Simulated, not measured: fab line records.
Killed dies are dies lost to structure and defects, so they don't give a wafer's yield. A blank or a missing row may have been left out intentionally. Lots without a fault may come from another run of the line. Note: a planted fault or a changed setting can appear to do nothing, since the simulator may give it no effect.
fab line records ; flow nand_harc
record lots=13; wafers=38; last_day=28
route steps=1159 shown P_ZERO_WELL@44 P_GATE@139
lots that met no fault: from a run of the same line without faults
start_h: hours from the record's opening day to when the first of the lot's shown wafers began ; wait_h: how many hours have passed since the lot's step before this one ; " as in the row above ; L1.1+2: a single row standing in for several wafers ; - either no value or no given start ; * or withheld: withheld ; < > ~ a bound
route shown NAME@n: a module of which the file shows steps, and the number in the route of the first ; usual: average and standard deviation across the fault-free wafers ; same: alike in all rows ; chamber/n: place in a boat ; sites: readings site by site ; _std_site: standard deviation across them ; _edge_site: inner sites' mean taken away from outer sites' mean ; radius_mm: how far each site lies from the wafer's centre ; mask NAME#n: copy n ; behind: tool/chamber where the wafer was last shaped ; hold: why the lot was held/for how many hours/how that ended ; device: the transistor (n, p or np) that didn't switch ; end of line: tests of these same wafers at the route's end ; step lacking rows: just its recipe ; killed: dies lost to structure and defects at the first sort, not the wafer's yield ; map: shows each die of a wafer: x if killed, . if not, _ if none is there
set.NAME: the run value of the setting; set.NAME@STEP: its run value at that earlier step ; model.NAME: the simulator's own value behind a step, which no gauge read
steps of the route over a sample of lots; a table a step, a row a wafer
services: when a tool's chamber went out of use (start_h, in hours from the record's first day, below 0 if earlier), for how many hours, and the reason
## steps
# step NHARC_P_ZERO_WELL_CD_MEAS_37
# recipe target_cd_nm=720; landing_energy_ev=500
# usual cd_nm=719.8/1.9
lot.wafer;tool;chamber;start_h;wait_h;cd_nm
L134.1;cd_sem-01;0;16.02;-;721.0
L134.5;cd_sem-01;0;16.02;-;718.4
L134.6;cd_sem-01;0;16.02;-;719.6
L135.1;cd_sem-02;0;22.36;-;719.9
L135.2;cd_sem-02;0;22.36;-;721.2
L135.5;cd_sem-02;0;22.36;-;721.4
L138.1;cd_sem-02;0;40.09;-;720.8
L138.3;cd_sem-02;0;40.09;-;716.9
L138.6;cd_sem-02;0;40.09;-;718.6
L140.4;cd_sem-03;0;52.14;-;716.5
L140.5;cd_sem-03;0;52.14;-;716.4
L140.6;cd_sem-03;0;52.14;-;719.8
L141.2;cd_sem-01;0;57.98;-;721.2
L141.3;cd_sem-01;0;57.98;-;722.2
L141.6;cd_sem-01;0;57.98;-;723.2
L142.1;cd_sem-02;0;63.85;-;718.9
L142.2;cd_sem-02;0;63.85;-;718.9
L142.5;cd_sem-02;0;63.85;-;719.0
L143.2;cd_sem-01;0;70.22;-;721.7
L143.3;cd_sem-01;0;70.22;-;721.4
L143.5;cd_sem-01;0;70.22;-;721.9
L145.1;cd_sem-03;0;82.27;-;714.8
L145.2;cd_sem-03;0;82.27;-;716.4
L145.6;cd_sem-03;0;82.27;-;720.0
L148.1;cd_sem-03;0;99.85;-;721.0
L148.2;cd_sem-03;0;99.85;-;722.1
L148.4;cd_sem-03;0;99.85;-;721.1
L151.4;cd_sem-01;0;118.13;-;722.6
L151.5;cd_sem-01;0;118.13;-;722.3
L151.6;cd_sem-01;0;118.13;-;718.9
L153.1;cd_sem-02;0;129.87;-;721.1
L153.5;cd_sem-02;0;129.87;-;719.1
L154.1;cd_sem-01;0;136.10;-;719.3
L154.3;cd_sem-01;0;136.10;-;719.2
L154.6;cd_sem-01;0;136.10;-;721.3
L157.1;cd_sem-03;0;154.32;-;718.8
L157.2;cd_sem-03;0;154.32;-;718.9
L157.6;cd_sem-03;0;154.32;-;720.4
# step NHARC_P_ZERO_WELL_DESCUM_39
# recipe time_s=3; o2_flow_sccm=200; ar_flow_sccm=0; bias_power_w=0; chemistry=O2
# usual drypump_motor_current_A=5.6/0.62; oes_product_au=0.996/0.013; rf_vpp_V=57.9/0.8; showerhead_plenum_p_Torr=1.93/0.085; throttle_valve_pct=11.312/0.0093
lot.wafer;tool;chamber;start_h;wait_h;drypump_motor_current_A;oes_product_au;rf_hours_counter_h;rf_vpp_V;showerhead_plenum_p_Torr;throttle_valve_pct
L134.1;rie_diel-10;0;16.18;-;5.9;1.003;1;58.8;1.93;11.307
L134.5;rie_diel-10;0;16.18;-;5.9;1.003;-;56.6;1.93;11.298
L134.6;rie_diel-10;3;16.18;-;4.8;0.973;-;57.6;1.79;11.334
L135.2;rie_diel-03;3;22.52;-;5.0;1.008;6;58.8;1.82;11.299
L135.1;rie_diel-03;0;22.52;-;4.7;1.002;6;57.6;2.04;11.318
L135.5;rie_diel-03;0;22.52;-;4.7;0.997;-;57.8;2.04;11.319
L138.1;rie_diel-09;3;40.25;-;5.0;1.013;11;58.0;1.88;11.313
L138.3;rie_diel-09;1;40.25;-;6.3;0.980;11;57.3;2.03;11.316
L138.6;rie_diel-09;3;40.25;-;5.0;1.000;-;57.4;1.88;11.329
L140.4;rie_diel-09;2;52.31;-;5.3;1.000;11;58.4;1.95;11.305
L140.6;rie_diel-09;0;52.31;-;6.2;1.003;-;58.5;1.87;11.300
L140.5;rie_diel-09;1;52.31;-;6.3;1.000;-;59.3;2.03;11.292
L141.3;rie_diel-09;2;58.15;-;5.3;0.988;11;58.9;1.95;11.306
L141.2;rie_diel-09;0;58.15;-;6.2;1.000;13;58.4;1.87;11.313
L141.6;rie_diel-09;1;58.15;-;6.3;0.997;-;57.3;2.03;11.300
L142.2;rie_diel-03;3;64.02;-;5.1;1.021;1;57.9;1.82;11.306
L142.1;rie_diel-03;0;64.02;-;4.7;1.011;1;58.0;2.04;11.316
L142.5;rie_diel-03;2;64.02;-;6.8;0.989;-;58.3;2.03;11.315
L143.3;rie_diel-10;0;70.38;-;5.9;1.003;4;56.9;1.93;11.296
L143.2;rie_diel-10;3;70.38;-;4.8;0.981;4;57.8;1.79;11.311
L143.5;rie_diel-10;1;70.38;-;5.3;0.985;-;57.5;1.99;11.298
L145.2;rie_diel-10;1;82.44;-;5.3;0.989;5;56.6;1.99;11.295
L145.1;rie_diel-10;3;82.44;-;4.8;0.984;5;57.1;1.79;11.311
L145.6;rie_diel-10;0;82.44;-;5.9;1.009;-;59.2;1.93;11.322
L148.1;rie_diel-03;2;100.02;-;6.8;0.992;4;57.6;2.03;11.316
L148.4;rie_diel-03;0;100.02;-;4.7;1.004;3;58.7;2.04;11.318
L148.2;rie_diel-03;1;100.02;-;6.1;1.000;3;57.3;1.84;11.311
L151.4;rie_diel-10;3;118.28;-;4.8;1.000;7;56.8;1.79;11.318
L151.5;rie_diel-10;3;118.28;-;4.8;0.990;-;56.9;1.79;11.300
L151.6;rie_diel-10;0;118.28;-;5.9;1.010;-;58.6;1.93;11.317
L153.1;rie_diel-03;2;130.03;-;6.8;0.978;6;58.3;2.03;11.309
L153.5;rie_diel-03;2;130.03;-;6.8;0.986;-;58.9;2.03;11.314
L154.1;rie_diel-09;2;136.26;-;5.3;0.965;2;57.0;1.95;11.319
L154.3;rie_diel-09;3;136.26;-;5.0;0.995;2;58.3;1.88;11.316
L154.6;rie_diel-09;2;136.26;-;5.3;0.970;-;58.1;1.95;11.310
L157.2;rie_diel-09;0;154.51;-;6.2;0.992;3;57.4;1.87;11.302
L157.1;rie_diel-09;1;154.51;-;6.3;0.979;3;58.5;2.03;11.305
L157.6;rie_diel-09;3;154.51;-;5.0;1.006;-;58.4;1.88;11.297
# step NHARC_P_ZERO_WELL_RTA_42
# recipe temp_c=1100; time_s=300
# usual lamp_power_pct=37/7.6; lamp_zone_3_pct=37/7.6; wafer_temp_C_max=1105.1/1.2
lot.wafer;tool;chamber;start_h;wait_h;lamp_power_pct;lamp_zone_3_pct;wafer_temp_C_max
L134.1;rtp_anneal-01;0;18.82;-;47;47;1105.1
L134.5;rtp_anneal-01;0;18.82;-;47;47;1107.3
L134.6;rtp_anneal-01;0;18.82;-;47;47;1105.9
L135.1;rtp_anneal-01;0;25.04;-;47;47;1103.9
L135.2;rtp_anneal-01;0;25.04;-;47;46;1105.7
L135.5;rtp_anneal-01;0;25.04;-;47;47;1106.0
L138.1;rtp_anneal-02;0;42.87;-;31;31;1104.4
L138.3;rtp_anneal-02;0;42.87;-;31;31;1103.6
L138.6;rtp_anneal-02;0;42.87;-;31;31;1104.8
L140.4;rtp_anneal-02;0;55.23;-;31;31;1104.5
L140.5;rtp_anneal-02;0;55.23;-;31;31;1106.5
L140.6;rtp_anneal-02;0;55.23;-;31;31;1104.6
L141.2;rtp_anneal-02;0;60.73;-;31;31;1104.2
L141.3;rtp_anneal-02;0;60.73;-;31;31;1104.1
L141.6;rtp_anneal-02;0;60.73;-;31;31;1103.6
L142.1;rtp_anneal-01;0;66.61;-;47;47;1107.9
L142.2;rtp_anneal-01;0;66.61;-;47;47;1105.2
L142.5;rtp_anneal-01;0;66.61;-;47;47;1107.6
L143.2;rtp_anneal-02;0;73.09;-;31;31;1103.7
L143.3;rtp_anneal-02;0;73.09;-;31;31;1105.0
L143.5;rtp_anneal-02;0;73.09;-;31;31;1104.5
L145.1;rtp_anneal-02;0;85.07;-;31;31;1105.0
L145.2;rtp_anneal-02;0;85.07;-;31;31;1104.2
L145.6;rtp_anneal-02;0;85.07;-;31;31;1105.1
L148.1;rtp_anneal-02;0;102.51;-;31;31;1104.6
L148.2;rtp_anneal-02;0;102.51;-;31;31;1104.7
L148.4;rtp_anneal-02;0;102.51;-;31;31;1102.5
L151.4;rtp_anneal-02;0;121.24;-;31;31;1104.7
L151.5;rtp_anneal-02;0;121.24;-;31;31;1104.4
L151.6;rtp_anneal-02;0;121.24;-;31;31;1104.1
L153.1;rtp_anneal-01;0;132.66;-;47;47;1107.8
L153.5;rtp_anneal-01;0;132.66;-;47;47;1105.4
L154.1;rtp_anneal-02;0;138.74;-;31;31;1104.6
L154.3;rtp_anneal-02;0;138.74;-;31;31;1105.0
L154.6;rtp_anneal-02;0;138.74;-;31;31;1103.6
L157.1;rtp_anneal-02;0;157.00;-;31;31;1106.4
L157.2;rtp_anneal-02;0;157.00;-;31;31;1105.1
L157.6;rtp_anneal-02;0;157.00;-;31;31;1104.2
# step NHARC_P_GATE_PEB_24
# recipe peb_temp_c=100; peb_time_s=65
lot.wafer;tool;chamber;start_h;wait_h
L135.1+2+5;litho_track-01;0;127.87;0.1
L134.1+5+6;litho_track-01;0;128.39;0.1
L138.1+3+6;litho_track-06;0;130.14;0.1
L141.2+3+6;litho_track-06;0;130.50;0.1
L140.4+5+6;litho_track-06;0;130.91;0.0
L142.1+2+5;litho_track-04;0;131.06;0.1
L143.2+3+5;litho_track-06;0;141.95;0.1
L145.1+2+6;litho_track-04;0;164.81;0.1
L148.1+2+4;litho_track-04;0;170.42;0.1
L151.4+5+6;litho_track-04;0;190.65;0.1
L153.1+5;litho_track-04;0;201.51;0.1
L154.1+3+6;litho_track-04;0;207.56;0.1
L157.1+2+6;litho_track-01;0;220.69;0.1
# step NHARC_P_GATE_CD_MEAS_26
# recipe target_cd_nm=120; landing_energy_ev=500
# usual cd_nm=120.2/0.66
lot.wafer;tool;chamber;start_h;wait_h;cd_nm
L135.1;cd_sem-02;0;127.95;-;119.6
L135.2;cd_sem-02;0;127.95;-;120.1
L135.5;cd_sem-02;0;127.95;-;119.4
L134.1;cd_sem-02;0;128.47;-;119.1
L134.5;cd_sem-02;0;128.47;-;119.5
L134.6;cd_sem-02;0;128.47;-;120.3
L138.1;cd_sem-02;0;130.22;-;121.2
L138.3;cd_sem-02;0;130.22;-;120.7
L138.6;cd_sem-02;0;130.22;-;120.2
L141.2;cd_sem-01;0;130.58;-;120.5
L141.3;cd_sem-01;0;130.58;-;120.4
L141.6;cd_sem-01;0;130.58;-;120.8
L140.4;cd_sem-02;0;130.99;-;120.6
L140.5;cd_sem-02;0;130.99;-;121.2
L140.6;cd_sem-02;0;130.99;-;120.7
L142.1;cd_sem-03;0;131.14;-;120.2
L142.2;cd_sem-03;0;131.14;-;120.6
L142.5;cd_sem-03;0;131.14;-;120.5
L143.2;cd_sem-02;0;142.03;-;120.0
L143.3;cd_sem-02;0;142.03;-;120.3
L143.5;cd_sem-02;0;142.03;-;120.2
L145.1;cd_sem-03;0;164.89;-;120.2
L145.2;cd_sem-03;0;164.89;-;118.9
L145.6;cd_sem-03;0;164.89;-;120.5
L148.1;cd_sem-02;0;170.50;-;120.5
L148.2;cd_sem-02;0;170.50;-;120.4
L148.4;cd_sem-02;0;170.50;-;120.3
L151.4;cd_sem-01;0;190.74;-;121.3
L151.5;cd_sem-01;0;190.74;-;117.6
L151.6;cd_sem-01;0;190.74;-;121.2
L153.1;cd_sem-03;0;201.59;-;116.4
L153.5;cd_sem-03;0;201.59;-;117.2
L154.1;cd_sem-01;0;207.64;-;116.9
L154.3;cd_sem-01;0;207.64;-;120.0
L154.6;cd_sem-01;0;207.64;-;120.4
L157.1;cd_sem-01;0;220.77;-;119.1
L157.2;cd_sem-01;0;220.77;-;118.8
L157.6;cd_sem-01;0;220.77;-;119.2
## services
tool;chamber;start_h;hours;kind
rie_diel-10;-;-0.50;9.0;pm
rie_diel-09;1;0.69;4.9;repair
rie_diel-09;0;7.10;-;clean
rie_diel-09;1;7.10;-;clean
rie_diel-09;2;7.10;-;clean
rie_diel-09;3;7.10;-;clean
rie_diel-10;1;10.61;5.9;repair
rie_diel-10;-;29.80;0.9;repair
rie_diel-09;0;31.60;-;clean
rie_diel-09;1;31.60;-;clean
rie_diel-09;2;31.60;-;clean
rie_diel-09;3;31.60;-;clean
rie_diel-03;-;38.30;9.0;pm
rie_diel-09;3;73.99;9.8;repair
rie_diel-09;-;77.10;9.0;pm
litho_track-01;-;93.00;7.0;pm
litho_track-06;-;117.00;7.0;pm
rie_diel-03;3;120.85;5.6;repair
litho_track-04;-;141.00;7.0;pm
rie_diel-09;3;144.54;2.2;repair
rie_diel-03;3;154.00;21.3;repair
rie_diel-10;-;176.50;9.0;pm
rie_diel-10;1;208.77;2.3;repair
rie_diel-03;-;215.30;9.0;pm
## key
first_sign step=NHARC_P_GATE_CD_MEAS_26; reading=cd_nm; direction=down; sigmas=4.8; usual=120.2; struck=117.0
effect none on later readings
met_at NHARC_P_GATE_PEB_24
struck_lots L151,L153,L154
struck_wafers L151.5,L153.1,L153.5,L154.1
tester_left_out L151,L153,L154
not_acting_at NHARC_P_ZERO_WELL_CD_MEAS_37,NHARC_P_ZERO_WELL_DESCUM_39,NHARC_P_ZERO_WELL_RTA_42
onset_between 170.42 190.65
fault kind=process_parameter_drift; tool=litho_track-04; chamber=-; onset_h=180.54; steps=NHARC_P_GATE_PEB_24; channel=peb_time_s; offset=*; shape=step; end_h=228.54; scope=struck_wafers_only; acts_in=*; stated=*
# tester_left_out: of these lots the tester's yield and bins aren't shown, on N5 and GAA mostly nor the transistor test; their killed dies are dies lost to structure and defects alone, not to doping, threshold or leakage, so they don't give the yield
